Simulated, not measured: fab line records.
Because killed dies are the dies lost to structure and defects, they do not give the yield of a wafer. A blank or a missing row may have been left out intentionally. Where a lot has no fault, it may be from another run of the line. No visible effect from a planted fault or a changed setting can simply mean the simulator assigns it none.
fab line records | flow n5Finfet
[record] lots = 7 | wafers = 21
route steps=1938 shown BEOL_M14@1751 BEOL_M15@1801 PASS1_DEP@1831 MIM_BOT@1833
startH: start of the lot's first displayed wafer, in hours after the record's first day | waitH: hours elapsed since this lot's preceding step | " identical to the entry in the row above | L1.1+2: a row that stands for several wafers | - no value, or no start was given | * or withheld: withheld | < > ~ a bound
route shown NAME@n: NAME is a module with steps in the file, n the number in the route of the first one | usual: the fault-free wafers' mean and standard deviation | same: alike in all rows | chamber/n: place in a boat | sites: each site's reading | _std_site: the standard deviation of these | _edge_site: outer sites' mean less inner sites' | radiusMm: how far each site lies from the wafer's centre | mask NAME#n: copy n | behind: tool/chamber where the wafer was last shaped | hold: what put the lot on hold/how long, in hours/how the hold closed | device: which transistor (n, p or np) failed to switch | end of line: the same wafers' tests at the end of the route | a step without rows: its recipe alone | killed: the dies lost at the first sort to structure and to defects; this is not the yield of the wafer | map: a wafer's dies, marking killed ones x, the rest . and places with no die _
set.NAME: setting as actually run; set.NAME@STEP: the setting as run at that earlier step | model.NAME: the simulator's own value behind a step, which no gauge read
lots where settings were altered on purpose, with a table for each step and a row for each wafer
[[steps]]
[step N5_BEOL_M14_ETCH_68]
[recipe] chemistry = N2/H2 | target = SOC | maskMaterial = SiARC | sourceW = 3000 | biasW = 350 | tempC = 40 | timeS = 450 | ionEnergyEv = 200 | pressureMtorr = 30 | n2FlowSccm = 200 | h2FlowSccm = 200
lot.wafer | tool       | chamber | startH | waitH | set.timeS | set.doseMj@BEOL_M14_EXPOSE_25 | model.BEOL_M14.cdNm | model.SiARC_of_BEOL_M14_COAT_66.thkNm
L076.1    | rieDiel-05 | 2       | 269.93 | 0.1   | 450       | 24.69                         | 269.4               | 64.4
L076.2    | "          | 1       | "      | "     | 369       | 24.69                         | 268.8               | 73.8
L076.6    | "          | 1       | "      | "     | 369       | 26.6                          | 278.2               | 73.6
L081.2    | rieDiel-03 | 0       | 301.12 | 0.1   | 450       | 26.6                          | 279.6               | 64.2
L081.5    | "          | 0       | "      | "     | 450       | 26.6                          | 280.8               | 63.8
L081.6    | "          | 3       | "      | "     | 373.2     | 26.6                          | 281.6               | 72.4
L086.3    | rieDiel-02 | 0       | 329.58 | 0.1   | 450       | 26.6                          | 277                 | 64.8
L086.4    | "          | 3       | "      | "     | 450       | 24.63                         | 268.6               | 64.8
L086.5    | "          | 3       | "      | "     | 450       | 24.63                         | 267.8               | 64.6
L089.2    | rieDiel-03 | 2       | 344.11 | 0.1   | 450       | 26.6                          | 281.4               | 65.6
L089.3    | "          | 0       | "      | "     | 450       | 26.6                          | 285.2               | 65.4
L089.4    | "          | 0       | "      | "     | 450       | 26.6                          | 278.8               | 65.4
L091.3    | rieDiel-02 | 2       | 345.30 | 0.1   | 450       | 26.6                          | 281.4               | 64.2
L091.4    | "          | 1       | "      | "     | 450       | 26.6                          | 280.2               | 66.2
L091.5    | "          | 3       | "      | "     | 534.4     | 28.21                         | 292.2               | 57.2
L095.2    | rieDiel-03 | 0       | 387.10 | 0.1   | 414.9     | 26.6                          | 277.6               | 68.2
L095.4    | "          | 2       | "      | "     | 450       | 27.78                         | 286.4               | 65.4
L095.6    | "          | 3       | "      | "     | 450       | 26.6                          | 280.8               | 63.8
L097.1    | rieDiel-02 | 3       | 401.64 | 0.1   | 450       | 26.6                          | 281.2               | 65.4
L097.3    | "          | 2       | "      | "     | 421.9     | 26.6                          | 282.6               | 67.6
L097.6    | "          | 0       | "      | "     | 421.9     | 25.07                         | 265.4               | 68.2
[step N5_BEOL_M15_PEB_26]
[recipe] pebTempC = 130 | pebTimeS = 90
lot.wafer  | tool          | chamber | startH | waitH | set.pebTempC
L076.1+6   | lithoTrack-02 | 0       | 278.27 | 0.1   | 129
L076.2     | "             | 0       | "      | "     | 130
L081.2+5+6 | lithoTrack-02 | 0       | 309.77 | 0.0   | 131.3
L086.3+4+5 | lithoTrack-04 | 0       | 334.21 | 0.0   | 130
L089.2+3+4 | lithoTrack-04 | 0       | 350.78 | 0.0   | 130
L091.3+4+5 | lithoTrack-03 | 0       | 351.79 | 0.0   | 130
L095.2+4+6 | lithoTrack-02 | 0       | 393.26 | 0.0   | 133.7
L097.1+3   | lithoTrack-04 | 0       | 410.54 | 0.1   | 130
L097.6     | "             | 0       | "      | "     | 127.7
[step N5_BEOL_M15_DEVELOP_27]
[recipe] developTimeS = 45 | rinseLiquid = diw | dry = airSpin | devTempC = 21
[step N5_BEOL_M15_HARDBAKE_32]
[recipe] tempC = 130 | timeS = 120
[step N5_BEOL_M15_CD_MEAS_28]
[recipe] targetCdNm = 407.6 | landingEnergyEv = 500 | detector = seInlens
[usual] cdNm = 407.4/1.6
lot.wafer | tool     | chamber | startH | waitH | set.pebTempC@BEOL_M15_PEB_26 | cdNm
L076.1    | cdSem-03 | 0       | 278.38 | -     | 129                          | 402.3
L076.2    | "        | 0       | "      | "     | 130                          | 406.7
L076.6    | "        | 0       | "      | "     | 129                          | 402.3
L081.2    | cdSem-02 | 0       | 309.89 | -     | 131.3                        | 412.7
L081.5    | "        | 0       | "      | "     | 131.3                        | 412.9
L081.6    | "        | 0       | "      | "     | 131.3                        | 413.1
L086.3    | cdSem-01 | 0       | 334.33 | -     | 130                          | 405.5
L086.4    | "        | 0       | "      | "     | 130                          | 405.4
L086.5    | "        | 0       | "      | "     | 130                          | 404.8
L089.2    | cdSem-01 | 0       | 350.90 | -     | 130                          | 407.2
L089.3    | "        | 0       | "      | "     | 130                          | 406.3
L089.4    | "        | 0       | "      | "     | 130                          | 409.5
L091.3    | cdSem-02 | 0       | 351.90 | -     | 130                          | 410.0
L091.4    | "        | 0       | "      | "     | 130                          | 409.8
L091.5    | "        | 0       | "      | "     | 130                          | 407.4
L095.2    | cdSem-03 | 0       | 393.37 | -     | 133.7                        | 422.7
L095.4    | "        | 0       | "      | "     | 133.7                        | 420.3
L095.6    | "        | 0       | "      | "     | 133.7                        | 421.6
L097.1    | cdSem-03 | 0       | 410.65 | -     | 130                          | 409.5
L097.3    | "        | 0       | "      | "     | 130                          | 407.6
L097.6    | "        | 0       | "      | "     | 127.7                        | 396.7
[step N5_BEOL_M15_DESCUM_33]
[recipe] chemistry = O2 | timeS = 7.9 | sourcePowerW = 50 | biasPowerW = 20 | pressureMtorr = 20 | rfFrequencyHz = 2.712e+07 | tempC = 40 | o2FlowSccm = 225
[step N5_BEOL_M15_ETCH_61]
[recipe] chemistry = N2/H2 | target = BARC | targetDepthA = 890 | overetchA = 267 | timeS = 67.9 | ionEnergyEv = 200 | pressureMtorr = 30 | sourceW = 840 | biasW = 150 | n2FlowSccm = 200 | h2FlowSccm = 200
lot.wafer | tool       | chamber | startH | waitH | set.pebTempC@BEOL_M15_PEB_26 | model.BEOL_M15.cdNm
L076.1    | rieDiel-01 | 1       | 278.58 | 0.0   | 129                          | 395.8
L076.2    | "          | 2       | "      | "     | 130                          | 398.2
L076.6    | "          | 2       | "      | "     | 129                          | 394.6
L081.2    | rieDiel-06 | 3       | 310.30 | 0.0   | 131.3                        | 404.8
L081.5    | "          | 1       | "      | "     | 131.3                        | 405.6
L081.6    | "          | 0       | "      | "     | 131.3                        | 407.2
L086.3    | rieDiel-04 | 0       | 334.73 | 0.0   | 130                          | 396.4
L086.4    | "          | 1       | "      | "     | 130                          | 397
L086.5    | "          | 1       | "      | "     | 130                          | 396.6
L089.2+3  | rieDiel-01 | 2,3     | 351.52 | 0.0   | 130                          | 399
L089.4    | "          | 3       | "      | "     | 130                          | 401.2
L091.3+4  | rieDiel-04 | 0,1     | 352.14 | 0.0   | 130                          | 402.4
L091.5    | "          | 0       | "      | "     | 130                          | 399
L095.2    | rieDiel-04 | 1       | 393.49 | 0.0   | 133.7                        | 413.8
L095.4    | "          | 0       | "      | "     | 133.7                        | 412.2
L095.6    | "          | 2       | "      | "     | 133.7                        | 414.4
L097.1    | rieDiel-06 | 0       | 410.77 | 0.0   | 130                          | 400.8
L097.3    | "          | 1       | "      | "     | 130                          | 399.2
L097.6    | "          | 3       | "      | "     | 127.7                        | 388.4
[step N5_BEOL_M15_TRENCH_ETCH_34]
[recipe] chemistry = C4F8/O2/Ar | target = SiO2 | targetDepthA = 8729.3 | heInnerTorr = 15 | heOuterTorr = 30 | timeS = 199 | ionEnergyEv = 800 | pressureMtorr = 20 | sourceW = 1905 | biasW = 2040 | Ar_flow_sccm = 400 | C4F8_flow_sccm = 16 | O2_flow_sccm = 12
[usual] rfVppV = 2226/25
lot.wafer | tool       | chamber | startH | waitH | set.biasW | set.pebTempC@BEOL_M15_PEB_26 | rfVppV | model.BEOL_M15.cdNm
L076.1    | rieDiel-01 | 1       | 278.63 | 0.0   | 2040      | 129                          | 2232   | 395.6
L076.2    | "          | 2       | "      | "     | 2040      | 130                          | 2221   | 398
L076.6    | "          | 2       | "      | "     | 1759      | 129                          | 1998   | 393.8
L081.2    | rieDiel-06 | 3       | 310.35 | 0.0   | 2040      | 131.3                        | 2206   | 405.6
L081.5    | "          | 1       | "      | "     | 2040      | 131.3                        | 2239   | 405.2
L081.6    | "          | 0       | "      | "     | 2040      | 131.3                        | 2208   | 407.4
L086.3    | rieDiel-04 | 0       | 334.78 | 0.0   | 2040      | 130                          | 2270   | 396.8
L086.4    | "          | 1       | "      | "     | 2040      | 130                          | 2260   | 396.2
L086.5    | "          | 1       | "      | "     | 1914      | 130                          | 2160   | 396
L089.2    | rieDiel-01 | 2       | 351.57 | 0.0   | 2040      | 130                          | 2220   | 399.6
L089.3    | "          | 3       | "      | "     | 2040      | 130                          | 2266   | 399.2
L089.4    | "          | 3       | "      | "     | 2040      | 130                          | 2266   | 401.4
L091.3    | rieDiel-04 | 0       | 352.19 | 0.0   | 1699      | 130                          | 1996   | 403
L091.4    | "          | 1       | "      | "     | 2040      | 130                          | 2260   | 401.8
L091.5    | "          | 0       | "      | "     | 1699      | 130                          | 1997   | 399.2
L095.2    | rieDiel-04 | 1       | 393.54 | 0.0   | 2040      | 133.7                        | 2259   | 413
L095.4    | "          | 0       | "      | "     | 1880      | 133.7                        | 2144   | 412.2
L095.6    | "          | 2       | "      | "     | 2040      | 133.7                        | 2171   | 414.4
L097.1    | rieDiel-06 | 0       | 410.83 | 0.0   | 2040      | 130                          | 2207   | 400.2
L097.3    | "          | 1       | "      | "     | 2215      | 130                          | 2368   | 398.8
L097.6    | "          | 3       | "      | "     | 2040      | 127.7                        | 2205   | 388.6
[step N5_BEOL_M15_STRIP_36]
[recipe] chemistry = O2 | powerW = 600 | tempC = 60 | pressureMtorr = 30 | rfFrequencyHz = 6e+07 | biasPowerW = 0 | overashFraction = 0.3 | o2FlowSccm = 225
[step N5_BEOL_M15_STRIP_62]
[recipe] chemistry = O2 | powerW = 600 | tempC = 60 | pressureMtorr = 30 | rfFrequencyHz = 6e+07 | biasPowerW = 0 | overashFraction = 0.3 | o2FlowSccm = 225
[step N5_BEOL_M15_STRIP_37]
[recipe] chemistry = O2 | powerW = 600 | tempC = 60 | pressureMtorr = 30 | rfFrequencyHz = 6e+07 | biasPowerW = 0 | overashFraction = 0.3 | o2FlowSccm = 225
[step N5_BEOL_M15_ETCH_38]
[recipe] chemistry = CF4/N2 | target = SiCN | targetDepthA = 1064 | taperDeg = 2 | timeS = 120.5 | ionEnergyEv = 150 | maskMaterial = SiO2 | pressureMtorr = 40 | sourceW = 430 | biasW = 70 | Ar_flow_sccm = 100 | cf4FlowSccm = 60 | n2FlowSccm = 60
lot.wafer | tool       | chamber | startH | waitH | set.pebTempC@BEOL_M15_PEB_26 | model.BEOL_M15.cdNm
L076.1    | rieDiel-01 | 0       | -      | -     | 129                          | 395.6
L076.2    | "          | 1       | "      | "     | 130                          | 398
L076.6    | "          | 1       | "      | "     | 129                          | 393.8
L081.2    | rieDiel-06 | 0       | -      | -     | 131.3                        | 405.4
L081.5    | "          | 1       | "      | "     | 131.3                        | 405.2
L081.6    | "          | 0       | "      | "     | 131.3                        | 407.2
L086.3    | rieDiel-06 | 2       | -      | -     | 130                          | 396.6
L086.4    | "          | 3       | "      | "     | 130                          | 396.2
L086.5    | "          | 1       | "      | "     | 130                          | 395.8
L089.2    | rieDiel-04 | 2       | -      | -     | 130                          | 399.4
L089.3    | "          | 0       | "      | "     | 130                          | 399.2
L089.4    | "          | 0       | "      | "     | 130                          | 401.4
L091.3    | rieDiel-01 | 1       | -      | -     | 130                          | 403
L091.4    | "          | 2       | "      | "     | 130                          | 401.8
L091.5    | "          | 1       | "      | "     | 130                          | 399.2
L095.2    | rieDiel-06 | 3       | -      | -     | 133.7                        | 413.2
L095.4    | "          | 3       | "      | "     | 133.7                        | 412.2
L095.6    | "          | 2       | "      | "     | 133.7                        | 414.4
L097.1    | rieDiel-06 | 2       | -      | -     | 130                          | 400.4
L097.3    | "          | 0       | "      | "     | 130                          | 398.8
L097.6    | "          | 0       | "      | "     | 127.7                        | 388.8
[step N5_PASSIVATION_PECVD_00]
[recipe] material = SiO2 | targetThkA = 2000 | tempC = 400 | precursor = SiH4/N2O | pressureTorr = 2.7 | rfW = 608 | timeS = 11.2
lot.wafer | tool     | chamber | startH | waitH | set.timeS | model.SiO2_of_PASSIVATION_PECVD_00.thkNm
L076.1    | pecvd-01 | 2       | 285.14 | 0.8   | 11.2      | 197
L076.2    | "        | 1       | "      | "     | 12.16     | 216.2
L076.6    | "        | 1       | "      | "     | 11.2      | 201.4
L081.2    | pecvd-03 | 0       | 315.84 | 0.7   | 11.2      | 200.8
L081.5    | "        | 2       | "      | "     | 11.2      | 200.4
L081.6    | "        | 0       | "      | "     | 11.2      | 203.6
L086.3    | pecvd-01 | 2       | 342.60 | 0.5   | 12.3      | 218.2
L086.4    | "        | 0       | "      | "     | 11.2      | 199.8
L086.5    | "        | 2       | "      | "     | 12.3      | 222.2
L089.2+4  | pecvd-02 | 0       | 365.28 | 0.7   | 11.2      | 199.4
L089.3    | "        | 2       | "      | "     | 11.2      | 200.8
L091.3    | pecvd-03 | 2       | 368.74 | 0.5   | 12.14     | 214.8
L091.4+5  | "        | 1,0     | "      | "     | 12.14     | 219.8
L095.2    | pecvd-01 | 2       | 399.66 | 0.7   | 11.2      | 200.6
L095.4    | "        | 0       | "      | "     | 11.2      | 199.6
L095.6    | "        | 2       | "      | "     | 12.01     | 217.6
L097.1    | pecvd-03 | 0       | 417.32 | 0.8   | 12.3      | 214.6
L097.3    | "        | 1       | "      | "     | 11.2      | 195.8
L097.6    | "        | 1       | "      | "     | 11.2      | 199.8
[step N5_MIM_BOT_SPUTTER_00]
[recipe] material = TiN | targetThkA = 350 | tempC = 200 | powerW = 3000 | chamberPressurePa = 0.49996 | gas = Ar | reactivePartialPa = 0.37997 | timeS = 89.7
lot.wafer | tool          | chamber | startH | waitH | set.timeS | model.TiN_of_MIM_BOT_SPUTTER_00.thkNm
L076.1    | pvdSputter-02 | -       | 286.65 | 0.0   | 89.7      | 34.8
L076.2    | "             | -       | "      | "     | 89.7      | 35
L076.6    | "             | -       | "      | "     | 83.18     | 33
L081.2    | pvdSputter-03 | -       | 316.79 | 0.0   | 89.7      | 34.8
L081.5    | "             | -       | "      | "     | 89.7      | 35.6
L081.6    | "             | -       | "      | "     | 89.7      | 35
L086.3    | pvdSputter-01 | -       | 342.80 | 0.0   | 89.7      | 35.6
L086.4    | "             | -       | "      | "     | 84.35     | 33.2
L086.5    | "             | -       | "      | "     | 89.7      | 35.4
L089.2    | pvdSputter-01 | -       | 366.33 | 0.0   | 89.7      | 35.4
L089.3+4  | "             | -       | "      | "     | 89.7      | 35.6
L091.3+5  | pvdSputter-03 | -       | 370.67 | 0.0   | 89.7      | 35
L091.4    | "             | -       | "      | "     | 89.7      | 34.6
L095.2    | pvdSputter-03 | -       | 400.71 | 0.0   | 93.59     | 37.4
L095.4    | "             | -       | "      | "     | 89.7      | 35
L095.6    | "             | -       | "      | "     | 89.7      | 35.2
L097.1    | pvdSputter-03 | -       | 418.17 | 0.0   | 93.86     | 36.8
L097.3    | "             | -       | "      | "     | 89.7      | 34.8
L097.6    | "             | -       | "      | "     | 89.7      | 35.4
[[key]]
[split] step = N5_BEOL_M14_ETCH_68 | setting = timeS | stated = 450 | by = wafer
[response] step = N5_BEOL_M14_ETCH_68 | reading = model.SiARC_of_BEOL_M14_COAT_66.thkNm | change = -0.473 | per = 1% | r = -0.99
[split] step = N5_BEOL_M15_PEB_26 | setting = pebTempC | stated = 130 | by = wafer
[response] step = N5_BEOL_M15_CD_MEAS_28 | reading = cdNm | change = +6.52 | per = 1% | r = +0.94
[response] step = N5_BEOL_M15_ETCH_61 | reading = model.BEOL_M15.cdNm | change = +6.13 | per = 1% | r = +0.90
[response] step = N5_BEOL_M15_TRENCH_ETCH_34 | reading = model.BEOL_M15.cdNm | change = +5.86 | per = 1% | r = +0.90
[response] step = N5_BEOL_M15_ETCH_38 | reading = model.BEOL_M15.cdNm | change = +5.82 | per = 1% | r = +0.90
[split] step = N5_BEOL_M15_TRENCH_ETCH_34 | setting = biasW | stated = 2040 | by = wafer
[response] step = N5_BEOL_M15_TRENCH_ETCH_34 | reading = rfVppV | change = +15.8 | per = 1% | r = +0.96
[split] step = N5_PASSIVATION_PECVD_00 | setting = timeS | stated = 11.2 | by = wafer
[response] step = N5_PASSIVATION_PECVD_00 | reading = model.SiO2_of_PASSIVATION_PECVD_00.thkNm | change = +2 | per = 1% | r = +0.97
[split] step = N5_MIM_BOT_SPUTTER_00 | setting = timeS | stated = 89.7 | by = wafer
[response] step = N5_MIM_BOT_SPUTTER_00 | reading = model.TiN_of_MIM_BOT_SPUTTER_00.thkNm | change = +0.353 | per = 1% | r = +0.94
split outsideThisFile step=N5_BEOL_M14_EXPOSE_25 setting=doseMj
// split outsideThisFile: this setting was split too, and the file shows its column; the key of that split is in another file
